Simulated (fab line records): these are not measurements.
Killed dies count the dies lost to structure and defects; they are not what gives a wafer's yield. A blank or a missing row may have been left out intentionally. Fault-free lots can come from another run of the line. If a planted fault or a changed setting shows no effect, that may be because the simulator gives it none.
Which tool is to blame? + flow nand-harc + 6 lots with 18 wafers sampled at 2 steps, on a route of 1159 steps

## WHAT EACH GAUGE READ, for each wafer
NHARC_END_SORT_01.
| lot  | measured     | on        | killed-at-array |
|------|--------------|-----------|-----------------|
| L595 | day 19 12:20 | prober-02 | 38 32 23        |
| L603 | day 21 05:56 | prober-01 | 22 26 25        |
| L606 | day 22 05:23 | prober-01 | 676 677 674     |
| L614 | day 23 20:45 | prober-02 | 23 16 21        |
| L611 | day 23 21:09 | prober-01 | 46 44 41        |
| L616 | day 25 06:25 | prober-01 | 20 25 18        |

## EACH LOT AND THE TOOL THAT RAN IT (in order: tool; ch and the chambers of the sampled wafers; start)
| lot  | NHARC_A_CHANNEL_HOLE_D1_ETCH_38    |
|------|------------------------------------|
| L595 | rie-diel-10 ch 0,3, day 8 17:42    |
| L603 | rie-diel-10 ch 1,2,3, day 9 20:54  |
| L606 | rie-diel-10 ch 0,1, day 11 17:19   |
| L614 | rie-diel-10 ch 1,2,3, day 12 13:34 |
| L611 | rie-diel-07 ch 0,1, day 12 14:13   |
| L616 | rie-diel-07 ch 0,1,2, day 13 12:43 |
- NHARC_A_CHANNEL_HOLE_D1_ETCH_38: etches the open film in CF4, target depth 39 nm, time 65 s.

## THE ANSWER, worked out from the rows above alone
Rule: what is usual is taken from the lots themselves. Put in order of their means at a reading, lots are off if they are a third of the lots or fewer, leave a main group of 4 or more, and stand apart from it by a gap of 3 or more times the standard deviation of the main group's means; of several such gaps the widest counts. If all means in a main group match to the digits the tables above print for the reading, that group is not used. Also off: a lot with no number at a reading for which 4 or more lots have one. Any other lot the step has rows for is counted as sound.
Off, at NHARC_END_SORT_01 on killed-at-array: L606. Main group: mean 28, sd 8.7.
If a tool, at a process step before that reading, ran all the lots that are off and no sound lot after the first of them, it fits. Gauges at NHARC_END_SORT_01: tried the same way as those tools. None of those tried fits.

## WHAT THE SIMULATOR HAD INSERTED
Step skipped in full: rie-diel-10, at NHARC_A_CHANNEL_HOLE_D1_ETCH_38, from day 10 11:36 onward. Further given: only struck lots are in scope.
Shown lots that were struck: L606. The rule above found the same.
